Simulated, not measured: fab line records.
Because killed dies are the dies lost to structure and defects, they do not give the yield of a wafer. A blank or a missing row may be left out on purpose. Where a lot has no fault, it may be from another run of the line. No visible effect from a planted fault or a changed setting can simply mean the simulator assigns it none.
Code-filled problem report in 8D (eight disciplines) form + flow nand-harc + the parts of the form that need people (team, actions taken, sign-off) are left out

## 1. THE ISSUE
Wafers without a fault read 188.46 W, standard deviation 0.15; heater-power-total-W at NHARC_A_CONTACT_SOFTBAKE_37 reads a mean of 157.97 W on 6 wafers belonging to 2 lots. So: -99 or more standard deviations from the usual mean.
The step: time 55 s.
Earliest sighting: wafer L574.2 on litho-track-04 at day 26 12:00. At this step, 39 wafers from 13 lots have a number in the record. Rule for "out" (also "out of limits"): further than 4 standard deviations from the usual mean. The other wafers with a number count as sound.

## 2. WHAT IT IS, WHAT IT ISN'T
| question                    | is                     | is not                                                                                             |
|-----------------------------|------------------------|----------------------------------------------------------------------------------------------------|
| which readings at this step | heater-power-total-W   | -                                                                                                  |
| which lots                  | L574, L575             | L561, L563, L564, L566, L569, L577, L578, L580, L582, L583, L584                                   |
| which wafers of those lots  | all that have a number | -                                                                                                  |
| read on which tools         | litho-track-04         | litho-track-01, litho-track-06                                                                     |
| when                        | from day 26 12:00      | up to then (15 sound wafers); but 18 sound wafers of L577, L578, L580, L582, L583, L584 came after |

## 3. SUSPECTS, AND WHAT RULES EACH OUT
Counting: any tool at a process step up to the reading is kept as a suspect provided that every lot that is out went through it and no sound lot did after the first of them.
- litho-track-04 at NHARC_A_CONTACT_SOFTBAKE_37 (time 55 s): ruled out as a lasting fault. The sound lots L582 went through it after L574, its earliest lot that is out (day 26 12:00).
Left after counting: nothing in the record.

## 4. THE CAUSE (what the simulator had put in)
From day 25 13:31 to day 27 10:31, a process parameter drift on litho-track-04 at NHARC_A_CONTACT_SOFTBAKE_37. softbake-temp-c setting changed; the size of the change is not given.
Counting ruled it out, wrongly.

## 5. THE CHAIN OF EFFECTS, in route order
Each row: a reading where the mean over the struck wafers with a number is more than 3 standard deviations away from the usual. Scope: only readings with a usual standard deviation given in the record; hours: median across lots of the time from each lot's start at the first step in this table that gives one to its start at this step; sigmas: change in usual standard deviations.
| hours | step                        | reading              | usual    | on struck wafers | change | sigmas      |
|-------|-----------------------------|----------------------|----------|------------------|--------|-------------|
| 0     | NHARC_A_CONTACT_SOFTBAKE_37 | heater-power-total-W | 188.46 W | 157.97           | -30.49 | -99 or more |
Process steps it contains:
- NHARC_A_CONTACT_SOFTBAKE_37: time 55 s.
At these later measuring or inspecting steps, every struck wafer for which the step has a row has a number for every such reading, and none has moved that far: NHARC_END_SORT_01.

## 6. HOW IT WOULD HAVE BEEN CAUGHT EARLIER
In this record no reading fell out of limits until day 26 12:00, 22 hours after the fault had begun at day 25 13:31.
